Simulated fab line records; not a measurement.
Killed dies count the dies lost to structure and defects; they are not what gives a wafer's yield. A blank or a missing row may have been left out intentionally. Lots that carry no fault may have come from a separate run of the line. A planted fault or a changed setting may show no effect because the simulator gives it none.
Which tool did it?	flow n5_finfet	33 wafers sampled from 11 lots at 1 step of a route of 1938

WHAT THE GAUGES SHOWED, per wafer
N5_BEOL_M8_THK_MEAS_01.
lot	measured	on	M8_ILD_THK (nm)
L303	day 11 14:40	film_metro-02	151.4 155.1 154.6
L307	day 13 11:50	film_metro-01	156.6 155.5 157.0
L310	day 13 19:13	film_metro-01	156.7 154.4 157.0
L314	day 15 07:00	film_metro-01	153.7 157.2 158.0
L315	day 15 11:42	film_metro-02	156.5 153.1 157.5
L317	day 15 12:03	film_metro-01	154.8 159.7 157.3
L316	day 15 12:35	film_metro-01	155.9 158.5 157.2
L320	day 17 06:17	film_metro-02	154.0 153.3 156.7
L323	day 17 06:41	film_metro-01	157.3 158.4 159.0
L324	day 17 10:17	film_metro-02	154.1 156.9 157.0
L325	day 17 10:49	film_metro-02	155.9 155.7 156.2

WHAT TOOL EACH LOT RAN ON (gives the tool, then ch and the chambers of the sampled wafers, and finally the start)
There is no process step in the record ahead of these readings.

THE ANSWER, worked out from the rows above alone
Rule: usual is defined by the lots themselves. Put in order of their means at a reading, lots are off if they are a third of the lots or fewer, leave a main group of 4 or more, and stand apart from it by a gap of 3 or more times the standard deviation of the main group's means; of several such gaps the widest counts. The tables above print the reading to a certain number of digits; a main group whose means all agree to those digits is not used. Also off: a lot with no number at a reading for which 4 or more lots have one. Any other lot the step has rows for is counted as sound.
None of the lots is off at any reading shown; this tells nothing.

WHAT THE SIMULATOR HAD PUT IN
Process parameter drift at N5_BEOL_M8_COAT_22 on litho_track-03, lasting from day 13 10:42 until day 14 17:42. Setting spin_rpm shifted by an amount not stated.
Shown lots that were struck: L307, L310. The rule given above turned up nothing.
